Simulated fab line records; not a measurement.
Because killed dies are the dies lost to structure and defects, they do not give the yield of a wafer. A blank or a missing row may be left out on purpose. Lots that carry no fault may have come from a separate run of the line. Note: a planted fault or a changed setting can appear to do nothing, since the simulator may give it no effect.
Code-filled problem report in 8D (eight disciplines) form -- flow nandHarc -- the parts of the form that need people (team, actions taken, sign-off) are left out

1. PROBLEM STATEMENT
Wafers without a fault read 0.1 nm, standard deviation 0.79; overlayXNm at NHARC_P_M2_OVL_MEAS_10 reads a mean of 41.2 nm on 6 wafers belonging to 2 lots. That puts it +52 standard deviations away from the usual mean.
The step: pitch 340 nm.
Seen first at day 10 06:00 on overlay-02, wafer L345.3. The record has a number at this step for 33 wafers belonging to 11 lots. Rule for "out" (also "out of limits"): further than 4 standard deviations from the usual mean. All remaining wafers that have a number are taken as sound.

2. WHAT IT IS; WHAT IT IS NOT
question,is,is not
which readings at this step,overlayXNm,overlayYNm
which lots,"L345, L349","L336, L337, L338, L339, L348, L352, L353, L358, L359"
which wafers of those lots,all that have a number,-
read on which gauges,"overlay-01, overlay-02",-
when,from day 10 06:00,"up to then (12 sound wafers); but 15 sound wafers of L348, L352, L353, L358, L359 came after"

3. WHAT RULES OUT EACH SUSPECT
Counting: any tool at a process step up to the reading is kept as a suspect provided that every lot that is out went through it and no sound lot did after the first of them.
- the gauge at NHARC_P_M2_OVL_MEAS_10 has been ruled out. The wafers that are out were read on 2 gauges (overlay-01, overlay-02).
- arfiScanner-01 at NHARC_P_M2_EXPOSE_06 (exposes mask P M2, target cd 170 nm): kept. All lots that are out passed through it, beginning with L345 at day 10 05:47, and no sound lot followed; its final sound lot before that point was L339 at day 7 16:31.
Remaining after the count: arfiScanner-01 at NHARC_P_M2_EXPOSE_06.

4. THE CAUSE (what the simulator had put in)
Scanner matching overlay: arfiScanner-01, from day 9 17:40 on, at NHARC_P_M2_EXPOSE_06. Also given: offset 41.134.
This tool alone remained once counting was done.

5. SEQUENCE OF EFFECTS, ordered by route
Each row: a reading whose mean over the struck wafers that have a number lies more than 3 standard deviations from the usual. Readings are gone through only where the record gives a usual standard deviation; hours: the median, over the lots, of the time from a lot's start at the first step in this table giving one to that lot's start at this step; sigmas: the change measured in usual standard deviations.
hours,step,reading,usual,on struck wafers,change,sigmas
0,NHARC_P_M2_OVL_MEAS_10,overlayXNm,0.1 nm,41.2,+41.1,+52

6. WHAT WOULD HAVE CAUGHT IT SOONER
12 hours passed between the start of the fault at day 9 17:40 and the first reading out of limits at a measuring or inspecting step in this record, taken at day 10 06:00.
No tool reading at NHARC_P_M2_EXPOSE_06 that has a usual standard deviation in the record was out on any struck wafer, so an alarm limit of 4 standard deviations on those readings would not have fired.
Among the 2 lots that are out, L349 began NHARC_P_M2_EXPOSE_06 on arfiScanner-01 after day 10 06:00. A hold on the tool at that time would have spared it.
